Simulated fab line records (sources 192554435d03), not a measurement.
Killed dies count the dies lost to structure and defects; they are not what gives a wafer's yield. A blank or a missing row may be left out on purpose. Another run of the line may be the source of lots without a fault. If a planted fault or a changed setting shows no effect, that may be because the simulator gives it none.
Matching of chambers    flow n5Finfet    4 sister chambers for N5_GATE_CUT_SAC_CAP_01 on aldSin-04
The step material SiNx, target thk 24 nm, pulse time 1 s, ald cycles 480. 4 wafers are shown with their chamber, then 12 later ones without.

## EACH WAFER AND ITS CHAMBER
wafer   chamber  heaterPowerW (W)
L086.2  2        899
L092.2  3        804
L092.4  0        866
L092.5  1        823

## WAFERS WHOSE CHAMBER IS MISSING
wafer   heaterPowerW (W)
L095.1  821
L095.2  897
L095.3  840
L095.4  830
L095.5  813
L095.6  897
L096.1  890
L096.2  829
L096.3  854
L096.4  814
L096.5  869
L096.6  827

## THE CHAMBER EACH PASSED THROUGH
wafer    from the rows above       in truth
L095.1   can't be placed: 1 or 3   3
L095.2   2                         2
L095.3   can't be placed: 1 or 0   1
L095.4   1                         1
L095.5   can't be placed: 3 or 1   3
L095.6   2                         2
L096.1   can't be placed: 2 or 0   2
L096.2   1                         1
L096.3   0                         0
L096.4   can't be placed: 1 or 3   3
L096.5   0                         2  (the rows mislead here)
L096.6   1                         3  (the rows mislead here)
5 of 12 placed correctly. These rows do not allow placing 5 (true chamber among the candidates in 5). Placed wrongly: 2.
How it was worked out, from the rows above alone: a wafer's distance from a chamber is the root of the sum, over the readings, of the square of ((its reading less the chamber's mean) divided by the reading's scatter). If the next closest chamber is less than 2 further off than the closest, the wafer can't be placed; otherwise it belongs to the closest. A chamber's mean is the mean of its shown wafers. The scatter (one wafer shown for each chamber): square how far every hidden wafer sits from the nearest shown wafer, average those squares and take the square root.
